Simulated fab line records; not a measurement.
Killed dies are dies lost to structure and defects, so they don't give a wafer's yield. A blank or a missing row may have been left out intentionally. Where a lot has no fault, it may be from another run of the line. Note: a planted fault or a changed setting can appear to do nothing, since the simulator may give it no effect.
A struck lot beside a sound one	flow n5Finfet	15 steps out of a route of 1938
Sound: these wafers, L290.3, L290.4, L290.5. Struck: wafers L287.1, L287.2, L287.6. The cause is named last.
Each step with rows lists, per side, the tool, then ch with its chambers, then its first start. Under that, the readings that differ: sound wafers	struck wafers	difference of the means	sigmas: that difference in standard deviations of wafers without a fault.
alike: readings whose means differ by less than 2 such deviations, and words and numbers that are the same on both sides. not compared: withheld readings, readings that some wafer has no value for, bounds like >300 that may hide the same value, and numbers for which the record gives no deviation and whose values overlap.
Wherever a step has rows on one side only, a row that says differs or no value, or a row with sigmas, the two part there. When numbers do not overlap yet have no deviation, they are printed without sigmas and do not part them. Lack of a reading on every wafer of one side parts them only where that side has two or more wafers.

first, 4 steps without rows for these wafers: N5_BEOL_M3_SOFTBAKE_23 (time 60 s); N5_BEOL_M3_EXPOSE_25 (exposes mask V2, defocus 5 nm); N5_BEOL_M3_PEB_26 (peb time 60 s); N5_BEOL_M3_DEVELOP_27 (develop time 30 s).
N5_BEOL_M3_CD_MEAS_28: target cd 25.7 nm, target cd y 23.3 nm.
  sound on cdSem-03 ch 0, day 12 00:31; struck on cdSem-01 ch 0, day 11 17:20
  alike: cdNm
N5_BEOL_M3_OVL_MEAS_29:
  sound on overlay-01 ch 0, day 12 00:34; struck on overlay-02 ch 0, day 11 17:22
  alike: V2_OVL
N5_BEOL_M3_INSPECT_30: inspects for defects (brightfield).
  sound on defectInspect-02, day 12 00:37; struck on defectInspect-01, day 11 17:26
reading	sound	struck	difference	sigmas
rawDefectCount	453 574 737	372 397 339	-219	-2
N5_BEOL_M3_DESCUM_33: chemistry O2, time 7 s.
  sound on rieDiel-04 ch 0,2, day 12 00:38; struck on rieDiel-05 ch 0,3, day 11 17:28
  alike: biasPowerW, drypumpMotorCurrentA, oesProductAu, rfVppV, showerheadPlenumPTorr, throttleValvePct
  not compared: rfHoursCounterH
N5_BEOL_M3_ETCH_77: etches underlayer in N2/H2, target depth 6.5 nm, time 5.2 s.
  sound on rieDiel-04 ch 0,2, day 12 00:40; struck on rieDiel-05 ch 0,3, day 11 17:29
  alike: drypumpMotorCurrentA, etchRfOnTimeS, oesProductAu, rfFwdPowerW, rfVppV, showerheadPlenumPTorr, throttleValvePct
  not compared: rfHoursCounterH
N5_BEOL_M3_ETCH_69: etches SiARC in CF4, target depth 15.6 nm, time 26 s.
  sound on rieDiel-04 ch 0,2, day 12 00:41; struck on rieDiel-05 ch 0,3, day 11 17:31
  alike: drypumpMotorCurrentA, etchRfOnTimeS, oesProductAu, rfFwdPowerW, rfVppV, showerheadPlenumPTorr, throttleValvePct
  not compared: rfHoursCounterH
N5_BEOL_M3_ALD_98: deposits SiO2, target thk 2.5 nm, pulse time 1 s, co reactant pulse time 1 s.
  sound on aldSin-03 ch 1,2, day 12 00:46; struck on aldSin-01 ch 0,2, day 11 17:55
  alike: heaterPowerW, precursorPulseHeightRel
N5_BEOL_M3_ETCHBACK_99: etches SiO2 in CHF3, target depth 5 nm, time 10.4 s.
  sound on rieDiel-04 ch 1,2,3, day 12 19:14; struck on rieDiel-01 ch 0,3, day 12 08:53
  alike: drypumpMotorCurrentA, oesProductAu, rfVppV, showerheadPlenumPTorr, throttleValvePct
  not compared: rfHoursCounterH
N5_BEOL_M3_ETCH_70: etches SOC in N2/H2, target depth 80 nm, overetch 16 nm, time 120 s.
  sound on rieDiel-04 ch 1,2,3, day 12 19:16; struck on rieDiel-01 ch 0,3, day 12 08:55
reading	sound	struck	difference	sigmas
rfFwdPowerW (W)	836.4 836.2 837.6	1038.2 1035.4 1042.0	+201.8	+78
rfVppV (V)	520.9 523.0 520.7	487.1 490.0 485.0	-34.2	-15
model.SiARC_of_BEOL_M3_COAT_68.thkNm (nm)	6.4 6.2 6.6	5.8 5.2 5.8	-0.8	
  alike: drypumpMotorCurrentA, oesProductAu, showerheadPlenumPTorr, throttleValvePct
  not compared: rfHoursCounterH
then, 1 step without rows for these wafers: N5_BEOL_M3_STRIP_71 (strips in N2/H2).
N5_BEOL_M4_RC_MEAS_101:
  sound on prober-02 ch 0, day 13 22:15; struck on prober-01 ch 0, day 13 03:07
reading	sound	struck	difference	sigmas
DIBL_P (mV/V)	33.3 34.1 33.7	38.8 42.2 38.8	+6.2	+3
IOFF_N (nA/um)	0.13 0.14 0.14	0.21 0.26 0.19	+0.08	+3
IOFF_P (nA/um)	0.18 0.19 0.19	0.25 0.33 0.25	+0.09	+2
SS_N (mV/dec)	71.3 71.6 70.9	72.8 73.4 72.3	+1.6	+2
  alike: DIBL_N, ION_N, ION_P, SS_P, VT_N, VT_P

## WHERE THEY PART
At N5_BEOL_M3_INSPECT_30 first; at N5_BEOL_M4_RC_MEAS_101 last (within this record only).

WHY: the cause the simulator had injected
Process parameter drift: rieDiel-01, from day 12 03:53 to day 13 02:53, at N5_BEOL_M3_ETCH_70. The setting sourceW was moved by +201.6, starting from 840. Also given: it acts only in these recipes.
